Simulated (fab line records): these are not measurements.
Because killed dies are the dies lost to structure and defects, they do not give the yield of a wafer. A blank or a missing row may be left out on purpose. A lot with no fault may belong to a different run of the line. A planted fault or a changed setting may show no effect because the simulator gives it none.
Which of the tools did it?	flow nand_harc	24 lots with 72 wafers sampled at 6 steps, on a route of 1159 steps

## WHAT THE GAUGES READ, wafer by wafer
Not one reading of a measure or inspect step in the record can be checked against a usual standard deviation.

## EACH LOT AND THE TOOL THAT RAN IT (in order: tool; ch and the chambers of the sampled wafers; start)
lot	NHARC_A_STAIRCASE_STRIP_171	NHARC_A_STAIRCASE_TRIM_16	NHARC_A_STAIRCASE_TRIM_24	NHARC_A_STAIRCASE_ETCH_192	NHARC_A_STAIRCASE_ETCH_194	NHARC_A_STAIRCASE_ETCH_197
L074	plasma_asher-02 ch 0,1, day 10 18:14	rie_diel-04 ch 1,2, no start	rie_diel-01 ch 1,2, no start	rie_diel-01 ch 2,3, no start	rie_diel-01 ch 1,2,3, no start	rie_diel-01 ch 0,3, no start
L077	plasma_asher-02 ch 0,1, day 11 05:01	rie_diel-01 ch 0,1,3, no start	rie_diel-01 ch 0,1,2, no start	rie_diel-04 ch 0,2,3, no start	rie_diel-04 ch 0,3, no start	rie_diel-08 ch 0,1,3, no start
L075	plasma_asher-01 ch 0,1, day 11 09:15	rie_diel-01 ch 1,2,3, no start	rie_diel-01 ch 0,2, no start	rie_diel-04 ch 1,3, no start	rie_diel-04 ch 1,2, no start	rie_diel-08 ch 1,3, no start
L076	plasma_asher-01 ch 0,1, day 11 12:01	rie_diel-08 ch 0,2, no start	rie_diel-08 ch 0,2, no start	rie_diel-01 ch 2,3, no start	rie_diel-01 ch 0,2,3, no start	rie_diel-08 ch 0,1,3, no start
L078	plasma_asher-02 ch 0,1, day 11 12:32	rie_diel-01 ch 0,3, no start	rie_diel-01 ch 0,3, no start	rie_diel-01 ch 0,1,2, no start	rie_diel-01 ch 1,3, no start	rie_diel-01 ch 0,1,2, no start
L080	plasma_asher-02 ch 0,1, day 11 20:41	rie_diel-01 ch 0,1,2, no start	rie_diel-01 ch 1,2,3, no start	rie_diel-01 ch 1,2,3, no start	rie_diel-01 ch 1,2,3, no start	rie_diel-01 ch 1,2,3, no start
L079	plasma_asher-01 ch 0,1, day 11 20:52	rie_diel-08 ch 0,1, no start	rie_diel-04 ch 0,1, no start	rie_diel-08 ch 0,3, no start	rie_diel-08 ch 1,2, no start	rie_diel-01 ch 0,1, no start
L082	plasma_asher-01 ch 0,1, day 12 11:43	rie_diel-04 ch 0,2, no start	rie_diel-01 ch 0,2, no start	rie_diel-04 ch 0,2, no start	rie_diel-04 ch 0,1,2, no start	rie_diel-08 ch 0,1,2, no start
L081	plasma_asher-02 ch 0,1, day 12 12:37	rie_diel-04 ch 0,2, no start	rie_diel-01 ch 0,1, no start	rie_diel-04 ch 0,1,2, no start	rie_diel-04 ch 0,2, no start	rie_diel-04 ch 1,2, no start
L084	plasma_asher-01 ch 0, day 13 00:51	rie_diel-08 ch 0,1, no start	rie_diel-08 ch 0,1, no start	rie_diel-08 ch 1,2,3, no start	rie_diel-08 ch 0,1,2, no start	rie_diel-01 ch 0,1,3, no start
L083	plasma_asher-02 ch 0,1, day 13 04:40	rie_diel-08 ch 0,1,2, no start	rie_diel-08 ch 1,2, no start	rie_diel-01 ch 1,3, no start	rie_diel-01 ch 0,1, no start	rie_diel-01 ch 0,3, no start
L087	plasma_asher-02 ch 0,1, day 13 22:43	rie_diel-01 ch 0,1,3, no start	rie_diel-01 ch 0,2,3, no start	rie_diel-08 ch 0,2, no start	rie_diel-08 ch 2,3, no start	rie_diel-04 ch 1,2, no start
L086	plasma_asher-01 ch 0,1, day 14 05:36	rie_diel-08 ch 0,1,3, no start	rie_diel-04 ch 0,1,3, no start	rie_diel-04 ch 0,1,2, no start	rie_diel-04 ch 0,1,2, no start	rie_diel-04 ch 0,1,2, no start
L085	plasma_asher-02 ch 0,1, day 14 05:44	rie_diel-04 ch 0,3, no start	rie_diel-08 ch 0,1,2, no start	rie_diel-08 ch 0,1,3, no start	rie_diel-08 ch 0,2,3, no start	rie_diel-01 ch 1,2, no start
L088	plasma_asher-01 ch 0,1, day 14 05:59	rie_diel-08 ch 1,2, no start	rie_diel-08 ch 0,1,3, no start	rie_diel-08 ch 1,2,3, no start	rie_diel-08 ch 0,2,3, no start	rie_diel-04 ch 0,2,3, no start
L089	plasma_asher-01 ch 0,1, day 14 09:22	rie_diel-04 ch 0,3, no start	rie_diel-08 ch 1,2,3, no start	rie_diel-04 ch 0,2,3, no start	rie_diel-04 ch 0,2, no start	rie_diel-04 ch 1,2,3, no start
L090	plasma_asher-02 ch 0,1, day 14 17:52	rie_diel-04 ch 0,1,3, no start	rie_diel-08 ch 1,2,3, no start	rie_diel-01 ch 0,1,3, no start	rie_diel-01 ch 0,1,2, no start	rie_diel-01 ch 0,2,3, no start
L091	plasma_asher-02 ch 0,1, day 14 20:49	rie_diel-01 ch 1,3, no start	rie_diel-04 ch 0,1,2, no start	rie_diel-04 ch 1,2,3, no start	rie_diel-04 ch 0,1,2, no start	rie_diel-01 ch 0,1,3, no start
L092	plasma_asher-02 ch 0,1, day 14 21:04	rie_diel-01 ch 0,1, no start	rie_diel-08 ch 1,2,3, no start	rie_diel-08 ch 1,2, no start	rie_diel-08 ch 0,1,3, no start	rie_diel-01 ch 2,3, no start
L093	plasma_asher-02 ch 0,1, day 15 12:35	rie_diel-01 ch 0,1,2, no start	rie_diel-04 ch 0,1,3, no start	rie_diel-04 ch 1,2,3, no start	rie_diel-04 ch 0,1,2, no start	rie_diel-08 ch 2,3, no start
L094	plasma_asher-02 ch 0,1, day 15 16:07	rie_diel-04 ch 0,2,3, no start	rie_diel-08 ch 0,2,3, no start	rie_diel-01 ch 1,2, no start	rie_diel-01 ch 0,1, no start	rie_diel-01 ch 0,1,2, no start
L095	plasma_asher-01 ch 0,1, day 15 19:22	rie_diel-01 ch 1,2, no start	rie_diel-01 ch 1,2, no start	rie_diel-04 ch 0,1,2, no start	rie_diel-04 ch 0,1, no start	rie_diel-01 ch 0,1,2, no start
L097	plasma_asher-02 ch 0,1, day 16 11:31	rie_diel-01 ch 1,3, no start	rie_diel-04 ch 0,3, no start	rie_diel-01 ch 0,1,3, no start	rie_diel-01 ch 0,1,2, no start	rie_diel-08 ch 0,1,3, no start
L096	plasma_asher-02 ch 0,1, day 16 19:48	rie_diel-01 ch 0,1, no start	rie_diel-04 ch 1,2,3, no start	rie_diel-08 ch 1,2,3, no start	rie_diel-08 ch 0,1,2, no start	rie_diel-01 ch 0,1,2, no start
- NHARC_A_STAIRCASE_STRIP_171: strips in O2.
- NHARC_A_STAIRCASE_TRIM_16: chemistry O2, time 211.2 s.
- NHARC_A_STAIRCASE_TRIM_24: chemistry O2, time 211.2 s.
- NHARC_A_STAIRCASE_ETCH_192: etches the open film in C4F8/O2, target depth 100 nm, time 40.5 s.
- NHARC_A_STAIRCASE_ETCH_194: etches the open film in C4F8/O2, target depth 100 nm, time 40.5 s.
- NHARC_A_STAIRCASE_ETCH_197: etches the open film in C4F8/O2, target depth 100 nm, time 40.5 s.

## AS READ BY THE TOOLS THEMSELVES (means over the sampled wafers that have a number; for cases with no such wafer, the mark the record gives instead)
NHARC_A_STAIRCASE_STRIP_171.
lot	tool	drypump_motor_current_A (A)	heater_power_w (W)
L074	plasma_asher-02	5.6	352
L077	plasma_asher-02	5.7	350
L075	plasma_asher-01	6.3	321
L076	plasma_asher-01	6.3	319
L078	plasma_asher-02	5.7	355
L080	plasma_asher-02	5.5	366
L079	plasma_asher-01	6.3	320
L082	plasma_asher-01	6.0	305
L081	plasma_asher-02	5.6	355
L084	plasma_asher-01	6.6	318
L083	plasma_asher-02	5.5	370
L087	plasma_asher-02	5.5	365
L086	plasma_asher-01	6.0	324
L085	plasma_asher-02	5.5	372
L088	plasma_asher-01	6.3	320
L089	plasma_asher-01	6.1	319
L090	plasma_asher-02	5.7	352
L091	plasma_asher-02	5.7	347
L092	plasma_asher-02	5.5	360
L093	plasma_asher-02	5.5	368
L094	plasma_asher-02	5.6	353
L095	plasma_asher-01	6.3	324
L097	plasma_asher-02	5.5	364
L096	plasma_asher-02	5.7	355

NHARC_A_STAIRCASE_TRIM_16.
lot	tool	drypump_motor_current_A (A)	oes_product_au (a.u.)	rf_vpp_V (V)	showerhead_plenum_p_Torr (Torr)	throttle_valve_pct (%)
L074	rie_diel-04	5.1	0.989	57.7	3.51	17.044
L077	rie_diel-01	5.5	0.992	58.4	3.57	17.043
L075	rie_diel-01	5.2	1.001	57.4	3.54	17.027
L076	rie_diel-08	5.7	1.001	58.4	3.47	17.039
L078	rie_diel-01	5.4	0.995	58.1	3.69	17.038
L080	rie_diel-01	5.3	0.995	58.1	3.53	17.043
L079	rie_diel-08	6.1	1.000	57.2	3.35	17.034
L082	rie_diel-04	5.6	0.998	58.2	3.54	17.025
L081	rie_diel-04	5.7	0.992	58.1	3.57	17.042
L084	rie_diel-08	6.2	0.994	57.9	3.38	17.044
L083	rie_diel-08	5.8	0.998	57.7	3.50	17.030
L087	rie_diel-01	5.5	0.989	58.5	3.56	17.036
L086	rie_diel-08	5.9	0.997	58.6	3.34	17.044
L085	rie_diel-04	6.2	0.992	56.8	3.53	17.036
L088	rie_diel-08	6.0	1.006	58.0	3.54	17.029
L089	rie_diel-04	6.4	0.999	58.4	3.45	17.040
L090	rie_diel-04	5.9	0.996	57.5	3.49	17.024
L091	rie_diel-01	5.3	1.003	57.2	3.56	17.036
L092	rie_diel-01	5.7	1.001	58.8	3.55	17.035
L093	rie_diel-01	5.4	0.987	58.4	3.52	17.039
L094	rie_diel-04	6.0	1.000	58.2	3.48	17.033
L095	rie_diel-01	5.3	0.994	56.9	3.41	17.033
L097	rie_diel-01	5.4	0.992	58.7	3.44	17.029
L096	rie_diel-01	5.6	1.000	57.3	3.44	17.029

NHARC_A_STAIRCASE_TRIM_24.
lot	tool	drypump_motor_current_A (A)	oes_product_au (a.u.)	rf_vpp_V (V)	showerhead_plenum_p_Torr (Torr)	throttle_valve_pct (%)
L074	rie_diel-01	5.0	0.991	57.4	3.51	17.044
L077	rie_diel-01	5.4	0.995	56.9	3.54	17.035
L075	rie_diel-01	5.1	0.997	57.8	3.62	17.041
L076	rie_diel-08	5.4	1.001	58.6	3.62	17.043
L078	rie_diel-01	5.6	0.991	57.3	3.68	17.035
L080	rie_diel-01	5.2	0.994	57.7	3.54	17.035
L079	rie_diel-04	5.3	0.999	58.0	3.54	17.036
L082	rie_diel-01	5.5	0.998	58.6	3.64	17.037
L081	rie_diel-01	5.6	0.993	57.0	3.45	17.038
L084	rie_diel-08	6.2	1.002	57.2	3.38	17.030
L083	rie_diel-08	5.6	0.989	57.2	3.65	17.044
L087	rie_diel-01	5.3	0.992	57.4	3.64	17.031
L086	rie_diel-04	5.9	1.005	58.3	3.49	17.042
L085	rie_diel-08	5.8	1.007	58.1	3.50	17.039
L088	rie_diel-08	5.9	0.994	57.0	3.34	17.039
L089	rie_diel-08	5.7	1.006	57.5	3.49	17.043
L090	rie_diel-08	5.7	1.009	57.0	3.49	17.037
L091	rie_diel-04	5.5	1.000	58.9	3.53	17.030
L092	rie_diel-08	5.7	1.007	57.9	3.49	17.046
L093	rie_diel-04	5.9	1.006	57.9	3.48	17.043
L094	rie_diel-08	5.5	0.999	57.7	3.45	17.039
L095	rie_diel-01	5.0	0.999	57.8	3.49	17.036
L097	rie_diel-04	6.5	1.013	59.1	3.44	17.036
L096	rie_diel-04	5.7	0.999	57.6	3.44	17.037

NHARC_A_STAIRCASE_ETCH_192.
lot	tool	oes_product_au (a.u.)	rf_vpp_V (V)
L074	rie_diel-01	0.943	901
L077	rie_diel-04	0.946	895
L075	rie_diel-04	0.933	894
L076	rie_diel-01	0.932	900
L078	rie_diel-01	0.932	897
L080	rie_diel-01	0.929	897
L079	rie_diel-08	0.950	888
L082	rie_diel-04	0.923	897
L081	rie_diel-04	0.945	896
L084	rie_diel-08	0.951	894
L083	rie_diel-01	0.925	893
L087	rie_diel-08	0.939	893
L086	rie_diel-04	0.933	896
L085	rie_diel-08	0.930	888
L088	rie_diel-08	0.929	894
L089	rie_diel-04	0.935	893
L090	rie_diel-01	0.949	897
L091	rie_diel-04	0.938	893
L092	rie_diel-08	0.947	896
L093	rie_diel-04	0.943	894
L094	rie_diel-01	0.931	895
L095	rie_diel-04	0.949	895
L097	rie_diel-01	0.948	896
L096	rie_diel-08	0.939	894

NHARC_A_STAIRCASE_ETCH_194.
lot	tool	oes_product_au (a.u.)	rf_vpp_V (V)
L074	rie_diel-01	0.940	897
L077	rie_diel-04	0.938	895
L075	rie_diel-04	0.927	895
L076	rie_diel-01	0.943	901
L078	rie_diel-01	0.942	894
L080	rie_diel-01	0.936	897
L079	rie_diel-08	0.932	900
L082	rie_diel-04	0.939	896
L081	rie_diel-04	0.941	897
L084	rie_diel-08	0.935	895
L083	rie_diel-01	0.941	893
L087	rie_diel-08	0.933	893
L086	rie_diel-04	0.939	895
L085	rie_diel-08	0.940	893
L088	rie_diel-08	0.938	893
L089	rie_diel-04	0.935	897
L090	rie_diel-01	0.950	896
L091	rie_diel-04	0.934	895
L092	rie_diel-08	0.931	889
L093	rie_diel-04	0.939	896
L094	rie_diel-01	0.935	897
L095	rie_diel-04	0.950	897
L097	rie_diel-01	0.941	895
L096	rie_diel-08	0.949	895

NHARC_A_STAIRCASE_ETCH_197.
lot	tool	oes_product_au (a.u.)	rf_vpp_V (V)
L074	rie_diel-01	0.938	902
L077	rie_diel-08	0.970	890
L075	rie_diel-08	0.963	891
L076	rie_diel-08	0.926	890
L078	rie_diel-01	0.948	896
L080	rie_diel-01	0.940	896
L079	rie_diel-01	0.955	893
L082	rie_diel-08	0.922	896
L081	rie_diel-04	0.941	894
L084	rie_diel-01	0.919	898
L083	rie_diel-01	0.930	901
L087	rie_diel-04	0.975	895
L086	rie_diel-04	0.939	896
L085	rie_diel-01	0.964	895
L088	rie_diel-04	0.947	895
L089	rie_diel-04	0.930	894
L090	rie_diel-01	0.948	900
L091	rie_diel-01	0.974	896
L092	rie_diel-01	0.956	898
L093	rie_diel-08	0.950	899
L094	rie_diel-01	0.933	895
L095	rie_diel-01	0.970	895
L097	rie_diel-08	0.971	888
L096	rie_diel-01	0.967	894

## THE ANSWER, worked out from the rows above alone
Rule: what is usual is taken from the lots themselves. Put in order of their means at a reading, lots are off if they are a third of the lots or fewer, leave a main group of 4 or more, and stand apart from it by a gap of 3 or more times the standard deviation of the main group's means; of several such gaps the widest counts. A main group is skipped when, at the precision printed for the reading in the tables above, its means are all equal. A lot without any number at a reading at which 4 lots or more have one is off too. Any other lot the step has rows for is counted as sound. After the gauges, taken in route order, come the tools' own readings; for these a lot's mean is taken, as printed above. The first step at which some lot is off is used, and at that step the reading that is off furthest; a lot without a number counts as furthest.
None of the lots is off at any reading shown; this tells nothing.

## WHAT THE SIMULATOR HAD INSERTED
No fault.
